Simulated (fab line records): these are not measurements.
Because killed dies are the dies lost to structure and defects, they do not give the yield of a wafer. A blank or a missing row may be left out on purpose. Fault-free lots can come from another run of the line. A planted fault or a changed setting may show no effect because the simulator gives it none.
Chamber matching    flow n5 finfet    N5_BEOL_M5_PRE_CLEAN_77 on cvd co-01: 3 sister chambers
The step time 15 s. 3 wafers are shown with their chamber, then 8 later ones without.

== WAFERS WITH THEIR CHAMBER ==
wafer   chamber  heater power w (W)
L973.5  2        96
L973.6  1        91
L979.4  0        66

== WAFERS WITHOUT THEIR CHAMBER ==
wafer   heater power w (W)
L979.5  99
L979.6  92
L978.1  99
L978.2  65
L978.4  66
L980.1  64
L980.2  97
L980.6  94

== CHAMBER TAKEN BY EACH ==
wafer   from the rows above      in truth
L979.5  2                        2
L979.6  can't be placed: 1 or 2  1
L978.1  2                        2
L978.2  0                        0
L978.4  0                        0
L980.1  0                        0
L980.2  2                        2
L980.6  can't be placed: 2 or 1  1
Placed correctly: 6 of 8. From these rows, 2 cannot be placed; in 2 the true chamber is one of the candidates. Wrongly placed: 0.
How it was worked out, from the rows above alone: a wafer's distance from a chamber is the root of the sum, over the readings, of the square of ((its reading less the chamber's mean) divided by the reading's scatter). The wafer belongs to the nearest chamber; if the next one is less than 2 further off, it can't be placed. Each chamber's mean is taken over the wafers shown for it. The scatter (one wafer shown for each chamber): square how far every hidden wafer sits from the nearest shown wafer, average those squares and take the square root.
